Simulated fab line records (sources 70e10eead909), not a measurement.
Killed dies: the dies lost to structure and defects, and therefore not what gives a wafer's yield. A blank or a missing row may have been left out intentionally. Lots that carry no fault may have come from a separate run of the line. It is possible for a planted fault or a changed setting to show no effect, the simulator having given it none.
Chamber matching	flow nand-harc	NHARC_A_STAIRCASE_DESCUM_270 on rie-diel-01: 4 sister chambers
The step chemistry O2, time 3 s. 14 wafers are shown with their chamber, then 7 later ones without.

== EACH WAFER AND ITS CHAMBER ==
wafer	chamber	showerhead-plenum-p-Torr (Torr)	oes-product-au (a.u.)	rf-vpp-V (V)
L074.1	3	2.04	1.002	58.6
L074.5	3	2.04	0.999	58.2
L074.6	2	1.90	0.984	56.6
L077.3	0	2.06	1.000	57.5
L077.4	3	2.04	1.011	58.6
L077.5	2	1.89	1.006	58.1
L080.2	2	1.89	0.990	56.5
L080.3	1	1.93	1.000	56.4
L080.5	3	2.04	0.990	56.9
L086.2	2	1.88	0.994	56.8
L086.5	2	1.88	0.986	57.5
L086.6	0	2.05	1.001	58.4
L089.1	3	2.03	0.998	59.2
L089.4	1	1.92	0.994	59.4

SIGNATURES (means of the wafers above)
reading	chamber 0	chamber 1	chamber 2	chamber 3	scatter within a chamber
showerhead-plenum-p-Torr	2.0550	1.9250	1.8880	2.0380	0.00678
oes-product-au	1.00050	0.99700	0.99200	1.00000	0.00743
rf-vpp-V	57.950	57.900	57.100	58.300	0.986
Rule: for a wafer and a chamber, the distance is found by dividing, reading by reading, the gap between the wafer's reading and the chamber's mean by the reading's scatter, squaring, summing and taking the root. If the next closest chamber is less than 2 further off than the closest, the wafer can't be placed; otherwise it belongs to the closest. How the scatter is found: for the shown wafers, subtract from each reading the mean of its chamber, square and add these, divide the total by (wafers less chambers), then take the root.

== WAFERS WITHOUT THEIR CHAMBER ==
wafer	showerhead-plenum-p-Torr (Torr)	oes-product-au (a.u.)	rf-vpp-V (V)
L089.5	1.92	0.986	58.0
L092.1	1.92	0.984	56.9
L092.2	2.04	0.995	59.3
L092.5	2.04	0.988	57.7
L097.2	2.03	0.987	56.8
L097.3	1.87	0.994	58.5
L097.6	2.03	1.000	56.2

== EACH ONE'S CHAMBER ==
wafer	from the rows above	in truth
L089.5	1	1
L092.1	1	1
L092.2	can't be placed: 3 or 0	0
L092.5	can't be placed: 3 or 0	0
L097.2	can't be placed: 3 or 0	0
L097.3	2	2
L097.6	can't be placed: 3 or 0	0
Placed correctly: 3 of 7. Cannot be placed on the basis of these rows: 4; the candidates contain the true chamber in 4. Number placed wrongly: 0.
